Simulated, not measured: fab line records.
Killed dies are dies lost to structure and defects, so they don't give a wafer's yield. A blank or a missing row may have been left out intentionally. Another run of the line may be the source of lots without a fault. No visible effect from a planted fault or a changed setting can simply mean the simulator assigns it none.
Chamber matching | flow n5_finfet | N5_BEOL_M6_ETCH_66 on rie_diel-06 has 4 sister chambers
The step etches SOC in N2/H2, target depth 80 nm, overetch 16 nm, time 120 s. 22 wafers are shown with their chamber, then 11 later ones without.

== WAFERS PAIRED WITH THEIR CHAMBERS ==
wafer  | chamber | drypump_motor_current_A (A) | showerhead_plenum_p_Torr (Torr) | throttle_valve_pct (%)
L075.2 | 3       | 6.4                         | 2.66                            | 17.88
L075.3 | 1       | 5.8                         | 2.46                            | 17.64
L075.6 | 3       | 6.4                         | 2.66                            | 17.88
L078.2 | 0       | 6.4                         | 2.56                            | 17.81
L078.3 | 2       | 5.0                         | 2.52                            | 18.06
L078.5 | 3       | 6.4                         | 2.66                            | 17.90
L081.1 | 0       | 6.4                         | 2.55                            | 17.84
L081.2 | 1       | 5.8                         | 2.46                            | 17.66
L081.4 | 2       | 4.9                         | 2.52                            | 18.06
L077.2 | 0       | 6.4                         | 2.55                            | 17.82
L077.4 | 3       | 6.4                         | 2.65                            | 17.90
L077.6 | 1       | 5.8                         | 2.46                            | 17.66
L082.2 | 2       | 4.9                         | 2.52                            | 18.08
L082.3 | 0       | 6.4                         | 2.55                            | 17.82
L082.4 | 3       | 6.4                         | 2.65                            | 17.92
L085.1 | 1       | 5.8                         | 2.45                            | 17.68
L085.3 | 0       | 6.4                         | 2.55                            | 17.83
L085.5 | 0       | 6.4                         | 2.55                            | 17.82
L087.2 | 1       | 5.8                         | 2.45                            | 17.70
L087.5 | 2       | 4.9                         | 2.51                            | 18.08
L087.6 | 3       | 6.4                         | 2.65                            | 17.94
L088.1 | 1       | 5.8                         | 2.45                            | 17.71

SIGNATURES (means of the wafers above)
reading                  | chamber 0 | chamber 1 | chamber 2 | chamber 3 | scatter within a chamber
drypump_motor_current_A  | 6.400     | 5.800     | 4.925     | 6.400     | 0.0204
showerhead_plenum_p_Torr | 2.5517    | 2.4550    | 2.5175    | 2.6550    | 0.00505
throttle_valve_pct       | 17.8233   | 17.6750   | 18.0700   | 17.9033   | 0.02
Rule: for each reading, subtract the chamber's mean from the wafer's reading, divide by that reading's scatter and square the result; add these up over the readings and take the root, which gives the wafer's distance from the chamber. If the next closest chamber is less than 2 further off than the closest, the wafer can't be placed; otherwise it belongs to the closest. The scatter is the square root of a quotient: the sum, over the shown wafers, of each reading's squared deviation from its chamber's mean, divided by wafers minus chambers.

== WAFERS WITHOUT THEIR CHAMBER ==
wafer  | drypump_motor_current_A (A) | showerhead_plenum_p_Torr (Torr) | throttle_valve_pct (%)
L088.4 | 6.4                         | 2.54                            | 17.84
L088.5 | 6.4                         | 2.64                            | 17.93
L090.3 | 5.8                         | 2.44                            | 17.72
L090.4 | 6.4                         | 2.64                            | 17.97
L090.6 | 6.4                         | 2.64                            | 17.97
L094.2 | 6.4                         | 2.54                            | 17.85
L094.3 | 4.9                         | 2.51                            | 17.68
L094.6 | 4.9                         | 2.51                            | 17.69
L096.4 | 5.8                         | 2.44                            | 17.73
L096.5 | 4.9                         | 2.50                            | 17.70
L096.6 | 6.4                         | 2.64                            | 17.98

== CHAMBER TAKEN BY EACH ==
wafer  | from the rows above | in truth
L088.4 | 0                   | 0
L088.5 | 3                   | 3
L090.3 | 1                   | 1
L090.4 | 3                   | 3
L090.6 | 3                   | 3
L094.2 | 0                   | 0
L094.3 | 2                   | 2
L094.6 | 2                   | 2
L096.4 | 1                   | 1
L096.5 | 2                   | 2
L096.6 | 3                   | 3
Correct placement for 11 of the 11. Can't be placed from these rows: 0. Number placed wrongly: 0.
